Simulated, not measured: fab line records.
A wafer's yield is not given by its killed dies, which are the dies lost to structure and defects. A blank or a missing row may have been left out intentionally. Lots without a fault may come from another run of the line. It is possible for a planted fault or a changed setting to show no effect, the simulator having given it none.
Matching of chambers :: flow n5-finfet :: N5_SDB_ETCH_17 on rie-diel-01: 4 sister chambers
The step etches SiARC in CF4, target depth 23.4 nm, time 39 s. 22 wafers are shown with their chamber, then 11 later ones without.

## WAFERS, EACH WITH ITS CHAMBER
wafer: L074.1
chamber: 1
drypump-motor-current-A (A): 5.9
showerhead-plenum-p-Torr (Torr): 2.24
throttle-valve-pct (%): 15.30

wafer: L074.3
chamber: 0
drypump-motor-current-A (A): 6.2
showerhead-plenum-p-Torr (Torr): 2.18
throttle-valve-pct (%): 15.72

wafer: L074.5
chamber: 3
drypump-motor-current-A (A): 5.1
showerhead-plenum-p-Torr (Torr): 2.03
throttle-valve-pct (%): 15.75

wafer: L077.1
chamber: 0
drypump-motor-current-A (A): 6.2
showerhead-plenum-p-Torr (Torr): 2.18
throttle-valve-pct (%): 15.73

wafer: L077.3
chamber: 3
drypump-motor-current-A (A): 5.1
showerhead-plenum-p-Torr (Torr): 2.02
throttle-valve-pct (%): 15.75

wafer: L077.5
chamber: 0
drypump-motor-current-A (A): 6.2
showerhead-plenum-p-Torr (Torr): 2.18
throttle-valve-pct (%): 15.74

wafer: L082.2
chamber: 1
drypump-motor-current-A (A): 5.9
showerhead-plenum-p-Torr (Torr): 2.23
throttle-valve-pct (%): 15.37

wafer: L082.4
chamber: 3
drypump-motor-current-A (A): 5.1
showerhead-plenum-p-Torr (Torr): 2.02
throttle-valve-pct (%): 15.77

wafer: L082.6
chamber: 2
drypump-motor-current-A (A): 6.2
showerhead-plenum-p-Torr (Torr): 2.20
throttle-valve-pct (%): 15.94

wafer: L084.1
chamber: 3
drypump-motor-current-A (A): 5.1
showerhead-plenum-p-Torr (Torr): 2.02
throttle-valve-pct (%): 15.78

wafer: L084.2
chamber: 1
drypump-motor-current-A (A): 5.9
showerhead-plenum-p-Torr (Torr): 2.23
throttle-valve-pct (%): 15.35

wafer: L084.3
chamber: 0
drypump-motor-current-A (A): 6.2
showerhead-plenum-p-Torr (Torr): 2.18
throttle-valve-pct (%): 15.76

wafer: L084.4
chamber: 2
drypump-motor-current-A (A): 6.1
showerhead-plenum-p-Torr (Torr): 2.20
throttle-valve-pct (%): 15.95

wafer: L084.5
chamber: 3
drypump-motor-current-A (A): 5.1
showerhead-plenum-p-Torr (Torr): 2.02
throttle-valve-pct (%): 15.75

wafer: L084.6
chamber: 0
drypump-motor-current-A (A): 6.2
showerhead-plenum-p-Torr (Torr): 2.18
throttle-valve-pct (%): 15.74

wafer: L087.2
chamber: 0
drypump-motor-current-A (A): 6.2
showerhead-plenum-p-Torr (Torr): 2.17
throttle-valve-pct (%): 15.77

wafer: L087.4
chamber: 3
drypump-motor-current-A (A): 5.1
showerhead-plenum-p-Torr (Torr): 2.01
throttle-valve-pct (%): 15.81

wafer: L087.6
chamber: 1
drypump-motor-current-A (A): 5.9
showerhead-plenum-p-Torr (Torr): 2.23
throttle-valve-pct (%): 15.35

wafer: L088.2
chamber: 2
drypump-motor-current-A (A): 6.2
showerhead-plenum-p-Torr (Torr): 2.20
throttle-valve-pct (%): 15.51

wafer: L088.3
chamber: 1
drypump-motor-current-A (A): 5.9
showerhead-plenum-p-Torr (Torr): 2.23
throttle-valve-pct (%): 15.37

wafer: L088.5
chamber: 0
drypump-motor-current-A (A): 6.2
showerhead-plenum-p-Torr (Torr): 2.17
throttle-valve-pct (%): 15.79

wafer: L091.2
chamber: 1
drypump-motor-current-A (A): 5.9
showerhead-plenum-p-Torr (Torr): 2.22
throttle-valve-pct (%): 15.40

SIGNATURES (means of the wafers above)
reading: drypump-motor-current-A
chamber 0: 6.200
chamber 1: 5.900
chamber 2: 6.167
chamber 3: 5.100
scatter within a chamber: 0.0192

reading: showerhead-plenum-p-Torr
chamber 0: 2.1771
chamber 1: 2.2300
chamber 2: 2.2000
chamber 3: 2.0200
scatter within a chamber: 0.00549

reading: throttle-valve-pct
chamber 0: 15.7500
chamber 1: 15.3567
chamber 2: 15.8000
chamber 3: 15.7683
scatter within a chamber: 0.0876
Rule: a wafer's distance from a chamber is the root of the sum, over the readings, of the square of ((its reading less the chamber's mean) divided by the reading's scatter). If the next closest chamber is less than 2 further off than the closest, the wafer can't be placed; otherwise it belongs to the closest. The scatter is the square root of a quotient: the sum, over the shown wafers, of each reading's squared deviation from its chamber's mean, divided by wafers minus chambers.

## WAFERS WITHOUT THEIR CHAMBER
wafer: L091.4
drypump-motor-current-A (A): 5.9
showerhead-plenum-p-Torr (Torr): 2.23
throttle-valve-pct (%): 15.38

wafer: L091.6
drypump-motor-current-A (A): 6.2
showerhead-plenum-p-Torr (Torr): 2.20
throttle-valve-pct (%): 15.55

wafer: L094.4
drypump-motor-current-A (A): 5.1
showerhead-plenum-p-Torr (Torr): 2.27
throttle-valve-pct (%): 15.28

wafer: L094.5
drypump-motor-current-A (A): 6.2
showerhead-plenum-p-Torr (Torr): 2.17
throttle-valve-pct (%): 15.84

wafer: L094.6
drypump-motor-current-A (A): 6.0
showerhead-plenum-p-Torr (Torr): 2.22
throttle-valve-pct (%): 15.40

wafer: L096.1
drypump-motor-current-A (A): 6.2
showerhead-plenum-p-Torr (Torr): 2.19
throttle-valve-pct (%): 15.57

wafer: L096.2
drypump-motor-current-A (A): 5.1
showerhead-plenum-p-Torr (Torr): 2.26
throttle-valve-pct (%): 15.30

wafer: L096.3
drypump-motor-current-A (A): 6.2
showerhead-plenum-p-Torr (Torr): 2.16
throttle-valve-pct (%): 15.84

wafer: L096.4
drypump-motor-current-A (A): 6.2
showerhead-plenum-p-Torr (Torr): 2.19
throttle-valve-pct (%): 15.56

wafer: L096.5
drypump-motor-current-A (A): 5.2
showerhead-plenum-p-Torr (Torr): 2.26
throttle-valve-pct (%): 15.28

wafer: L096.6
drypump-motor-current-A (A): 6.2
showerhead-plenum-p-Torr (Torr): 2.16
throttle-valve-pct (%): 15.82

## WHICH CHAMBER EACH WENT THROUGH
wafer: L091.4
from the rows above: 1
in truth: 1

wafer: L091.6
from the rows above: can't be placed: 2 or 0
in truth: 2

wafer: L094.4
from the rows above: 1
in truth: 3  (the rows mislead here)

wafer: L094.5
from the rows above: 0
in truth: 0

wafer: L094.6
from the rows above: 1
in truth: 1

wafer: L096.1
from the rows above: can't be placed: 0 or 2
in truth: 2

wafer: L096.2
from the rows above: 1
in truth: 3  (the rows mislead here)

wafer: L096.3
from the rows above: 0
in truth: 0

wafer: L096.4
from the rows above: can't be placed: 0 or 2
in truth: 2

wafer: L096.5
from the rows above: 1
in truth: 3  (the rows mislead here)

wafer: L096.6
from the rows above: 0
in truth: 0
Placed correctly: 5 of 11. Not placeable from these rows: 3 (in 3, the candidates include the true chamber). Number placed wrongly: 3.
